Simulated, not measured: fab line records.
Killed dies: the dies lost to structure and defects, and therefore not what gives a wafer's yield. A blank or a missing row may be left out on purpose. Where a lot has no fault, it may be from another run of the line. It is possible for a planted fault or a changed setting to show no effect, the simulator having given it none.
Chamber matching || flow n5Finfet || N5_BEOL_M2_STRIP_19 on rieDiel-04: 4 sister chambers
The step strips in O2. 27 wafers are shown with their chamber, then 12 later ones without.

EACH WAFER AND ITS CHAMBER
{"wafer": "L077.1", "chamber": 1, "drypumpMotorCurrentA (A)": 5.4, "showerheadPlenumPTorr (Torr)": 2.02, "throttleValvePct (%)": 16.66}
{"wafer": "L077.2", "chamber": 0, "drypumpMotorCurrentA (A)": 6.2, "showerheadPlenumPTorr (Torr)": 2.03, "throttleValvePct (%)": 16.42}
{"wafer": "L077.6", "chamber": 1, "drypumpMotorCurrentA (A)": 5.4, "showerheadPlenumPTorr (Torr)": 2.02, "throttleValvePct (%)": 16.68}
{"wafer": "L079.2", "chamber": 3, "drypumpMotorCurrentA (A)": 5.5, "showerheadPlenumPTorr (Torr)": 2.13, "throttleValvePct (%)": 16.60}
{"wafer": "L079.3", "chamber": 1, "drypumpMotorCurrentA (A)": 5.4, "showerheadPlenumPTorr (Torr)": 2.01, "throttleValvePct (%)": 16.68}
{"wafer": "L079.6", "chamber": 0, "drypumpMotorCurrentA (A)": 6.1, "showerheadPlenumPTorr (Torr)": 2.03, "throttleValvePct (%)": 16.45}
{"wafer": "L080.1", "chamber": 3, "drypumpMotorCurrentA (A)": 5.5, "showerheadPlenumPTorr (Torr)": 2.13, "throttleValvePct (%)": 16.60}
{"wafer": "L080.2", "chamber": 2, "drypumpMotorCurrentA (A)": 4.7, "showerheadPlenumPTorr (Torr)": 2.13, "throttleValvePct (%)": 16.36}
{"wafer": "L080.3", "chamber": 0, "drypumpMotorCurrentA (A)": 6.2, "showerheadPlenumPTorr (Torr)": 2.03, "throttleValvePct (%)": 16.43}
{"wafer": "L081.1", "chamber": 1, "drypumpMotorCurrentA (A)": 5.4, "showerheadPlenumPTorr (Torr)": 2.01, "throttleValvePct (%)": 16.67}
{"wafer": "L081.3", "chamber": 0, "drypumpMotorCurrentA (A)": 6.2, "showerheadPlenumPTorr (Torr)": 2.03, "throttleValvePct (%)": 16.45}
{"wafer": "L081.6", "chamber": 1, "drypumpMotorCurrentA (A)": 5.4, "showerheadPlenumPTorr (Torr)": 2.01, "throttleValvePct (%)": 16.69}
{"wafer": "L085.2", "chamber": 0, "drypumpMotorCurrentA (A)": 6.2, "showerheadPlenumPTorr (Torr)": 2.03, "throttleValvePct (%)": 16.47}
{"wafer": "L085.3", "chamber": 1, "drypumpMotorCurrentA (A)": 5.4, "showerheadPlenumPTorr (Torr)": 2.01, "throttleValvePct (%)": 16.70}
{"wafer": "L085.4", "chamber": 2, "drypumpMotorCurrentA (A)": 4.7, "showerheadPlenumPTorr (Torr)": 2.13, "throttleValvePct (%)": 16.39}
{"wafer": "L087.1", "chamber": 3, "drypumpMotorCurrentA (A)": 5.5, "showerheadPlenumPTorr (Torr)": 2.13, "throttleValvePct (%)": 16.61}
{"wafer": "L087.4", "chamber": 2, "drypumpMotorCurrentA (A)": 4.7, "showerheadPlenumPTorr (Torr)": 2.12, "throttleValvePct (%)": 16.42}
{"wafer": "L087.5", "chamber": 3, "drypumpMotorCurrentA (A)": 5.5, "showerheadPlenumPTorr (Torr)": 2.13, "throttleValvePct (%)": 16.62}
{"wafer": "L090.2", "chamber": 3, "drypumpMotorCurrentA (A)": 5.5, "showerheadPlenumPTorr (Torr)": 2.13, "throttleValvePct (%)": 16.61}
{"wafer": "L090.4", "chamber": 0, "drypumpMotorCurrentA (A)": 6.1, "showerheadPlenumPTorr (Torr)": 2.02, "throttleValvePct (%)": 16.48}
{"wafer": "L090.6", "chamber": 3, "drypumpMotorCurrentA (A)": 5.5, "showerheadPlenumPTorr (Torr)": 2.13, "throttleValvePct (%)": 16.62}
{"wafer": "L093.2", "chamber": 3, "drypumpMotorCurrentA (A)": 5.5, "showerheadPlenumPTorr (Torr)": 2.13, "throttleValvePct (%)": 16.61}
{"wafer": "L093.4", "chamber": 1, "drypumpMotorCurrentA (A)": 5.4, "showerheadPlenumPTorr (Torr)": 2.00, "throttleValvePct (%)": 16.72}
{"wafer": "L093.5", "chamber": 0, "drypumpMotorCurrentA (A)": 6.2, "showerheadPlenumPTorr (Torr)": 2.02, "throttleValvePct (%)": 16.47}
{"wafer": "L091.2", "chamber": 3, "drypumpMotorCurrentA (A)": 5.5, "showerheadPlenumPTorr (Torr)": 2.12, "throttleValvePct (%)": 16.64}
{"wafer": "L091.4", "chamber": 2, "drypumpMotorCurrentA (A)": 4.7, "showerheadPlenumPTorr (Torr)": 2.12, "throttleValvePct (%)": 16.42}
{"wafer": "L091.5", "chamber": 0, "drypumpMotorCurrentA (A)": 6.2, "showerheadPlenumPTorr (Torr)": 2.02, "throttleValvePct (%)": 16.50}

SIGNATURES, as means of the wafers listed above
{"reading": "drypumpMotorCurrentA", "chamber 0": 6.175, "chamber 1": 5.400, "chamber 2": 4.700, "chamber 3": 5.500, "scatter within a chamber": 0.0255}
{"reading": "showerheadPlenumPTorr", "chamber 0": 2.0263, "chamber 1": 2.0114, "chamber 2": 2.1250, "chamber 3": 2.1288, "scatter within a chamber": 0.00536}
{"reading": "throttleValvePct", "chamber 0": 16.4587, "chamber 1": 16.6857, "chamber 2": 16.3975, "chamber 3": 16.6137, "scatter within a chamber": 0.0218}
Rule: distance of a wafer from a chamber = root of the sum over the readings of ((wafer's reading minus chamber's mean) / reading's scatter) squared. If the next closest chamber is less than 2 further off than the closest, the wafer can't be placed; otherwise it belongs to the closest. The scatter is the square root of a quotient: the sum, over the shown wafers, of each reading's squared deviation from its chamber's mean, divided by wafers minus chambers.

WAFERS WITH NO CHAMBER GIVEN
{"wafer": "L094.3", "drypumpMotorCurrentA (A)": 5.5, "showerheadPlenumPTorr (Torr)": 2.12, "throttleValvePct (%)": 16.63}
{"wafer": "L094.4", "drypumpMotorCurrentA (A)": 4.7, "showerheadPlenumPTorr (Torr)": 2.12, "throttleValvePct (%)": 16.44}
{"wafer": "L094.5", "drypumpMotorCurrentA (A)": 6.1, "showerheadPlenumPTorr (Torr)": 2.02, "throttleValvePct (%)": 16.50}
{"wafer": "L092.1", "drypumpMotorCurrentA (A)": 4.7, "showerheadPlenumPTorr (Torr)": 2.12, "throttleValvePct (%)": 16.44}
{"wafer": "L092.2", "drypumpMotorCurrentA (A)": 6.1, "showerheadPlenumPTorr (Torr)": 2.02, "throttleValvePct (%)": 16.52}
{"wafer": "L092.5", "drypumpMotorCurrentA (A)": 6.1, "showerheadPlenumPTorr (Torr)": 2.02, "throttleValvePct (%)": 16.51}
{"wafer": "L096.2", "drypumpMotorCurrentA (A)": 5.5, "showerheadPlenumPTorr (Torr)": 2.12, "throttleValvePct (%)": 16.65}
{"wafer": "L096.4", "drypumpMotorCurrentA (A)": 4.7, "showerheadPlenumPTorr (Torr)": 2.12, "throttleValvePct (%)": 16.44}
{"wafer": "L096.6", "drypumpMotorCurrentA (A)": 4.7, "showerheadPlenumPTorr (Torr)": 2.12, "throttleValvePct (%)": 16.44}
{"wafer": "L097.2", "drypumpMotorCurrentA (A)": 4.7, "showerheadPlenumPTorr (Torr)": 2.12, "throttleValvePct (%)": 16.44}
{"wafer": "L097.3", "drypumpMotorCurrentA (A)": 6.2, "showerheadPlenumPTorr (Torr)": 2.02, "throttleValvePct (%)": 16.50}
{"wafer": "L097.5", "drypumpMotorCurrentA (A)": 5.5, "showerheadPlenumPTorr (Torr)": 2.12, "throttleValvePct (%)": 16.66}

WHICH CHAMBER EACH ONE RAN IN
{"wafer": "L094.3", "from the rows above": 3, "in truth": 3}
{"wafer": "L094.4", "from the rows above": 2, "in truth": 2}
{"wafer": "L094.5", "from the rows above": 0, "in truth": 0}
{"wafer": "L092.1", "from the rows above": 2, "in truth": 2}
{"wafer": "L092.2", "from the rows above": 0, "in truth": 0}
{"wafer": "L092.5", "from the rows above": 0, "in truth": 0}
{"wafer": "L096.2", "from the rows above": 3, "in truth": 3}
{"wafer": "L096.4", "from the rows above": 2, "in truth": 2}
{"wafer": "L096.6", "from the rows above": 2, "in truth": 2}
{"wafer": "L097.2", "from the rows above": 2, "in truth": 2}
{"wafer": "L097.3", "from the rows above": 0, "in truth": 0}
{"wafer": "L097.5", "from the rows above": 3, "in truth": 3}
Placed correctly: 12 of 12. Can't be placed from these rows: 0. 0 placed wrongly.
